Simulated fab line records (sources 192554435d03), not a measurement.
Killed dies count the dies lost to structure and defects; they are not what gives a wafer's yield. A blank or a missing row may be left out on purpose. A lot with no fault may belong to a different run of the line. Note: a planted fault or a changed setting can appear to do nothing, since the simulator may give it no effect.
Matching of chambers	flow n5Finfet	N5_BEOL_M3_ETCH_77 on rieDiel-03: 4 sister chambers
The step etches underlayer in N2/H2, target depth 6.5 nm, time 5.2 s. 27 wafers are shown with their chamber, then 12 later ones without.

WAFERS PAIRED WITH THEIR CHAMBERS
wafer	chamber	showerheadPlenumPTorr (Torr)	drypumpMotorCurrentA (A)	oesProductAu (a.u.)
L075.2	1	2.54	6.0	0.62
L075.4	1	2.54	6.1	0.62
L075.6	2	2.61	6.1	0.61
L076.1	1	2.54	6.1	0.62
L076.4	2	2.61	6.2	0.60
L076.6	2	2.61	6.2	0.60
L078.2	1	2.54	6.0	0.61
L078.4	2	2.61	6.2	0.60
L078.6	1	2.54	6.1	0.63
L079.2	3	2.48	6.3	0.82
L079.3	0	2.44	4.9	0.66
L079.5	1	2.53	6.1	0.62
L080.1	1	2.53	6.1	0.61
L080.3	3	2.48	6.3	0.82
L080.5	3	2.48	6.3	0.84
L082.1	2	2.60	6.1	0.60
L082.4	3	2.48	6.3	0.83
L082.5	2	2.60	6.2	0.60
L081.1	1	2.53	6.0	0.60
L081.2	2	2.60	6.1	0.59
L081.6	1	2.53	6.0	0.60
L083.2	1	2.53	6.0	0.61
L083.4	3	2.48	6.3	0.81
L083.6	3	2.48	6.3	0.81
L084.2	3	2.48	6.3	0.81
L084.5	1	2.53	6.0	0.59
L084.6	3	2.48	6.3	0.80

SIGNATURES, as means of the wafers listed above
reading	chamber 0	chamber 1	chamber 2	chamber 3	scatter within a chamber
showerheadPlenumPTorr	2.4400	2.5345	2.6057	2.4800	0.00439
drypumpMotorCurrentA	4.900	6.045	6.157	6.300	0.0439
oesProductAu	0.6600	0.6118	0.6000	0.8175	0.0109
Rule: distance of a wafer from a chamber = root of the sum over the readings of ((wafer's reading minus chamber's mean) / reading's scatter) squared. The wafer belongs to the nearest chamber; if the next one is less than 2 further off, it can't be placed. How the scatter is found: for the shown wafers, subtract from each reading the mean of its chamber, square and add these, divide the total by (wafers less chambers), then take the root.

WAFERS WITHOUT THEIR CHAMBER
wafer	showerheadPlenumPTorr (Torr)	drypumpMotorCurrentA (A)	oesProductAu (a.u.)
L091.2	2.60	6.1	0.82
L091.5	2.47	6.3	0.79
L091.6	2.43	4.9	0.63
L093.2	2.47	6.3	0.78
L093.3	2.52	6.1	0.60
L093.4	2.43	4.9	0.62
L096.1	2.52	6.1	0.59
L096.2	2.59	6.1	0.78
L096.5	2.52	6.1	0.59
L097.3	2.59	6.2	0.77
L097.4	2.46	6.3	0.75
L097.5	2.46	6.3	0.75

THE CHAMBER EACH PASSED THROUGH
wafer	from the rows above	in truth
L091.2	2	2
L091.5	3	3
L091.6	0	0
L093.2	3	3
L093.3	1	1
L093.4	0	0
L096.1	1	1
L096.2	2	2
L096.5	1	1
L097.3	2	2
L097.4	3	3
L097.5	3	3
Correct placement for 12 of the 12. Not placeable from these rows: 0. Placed wrongly: 0.
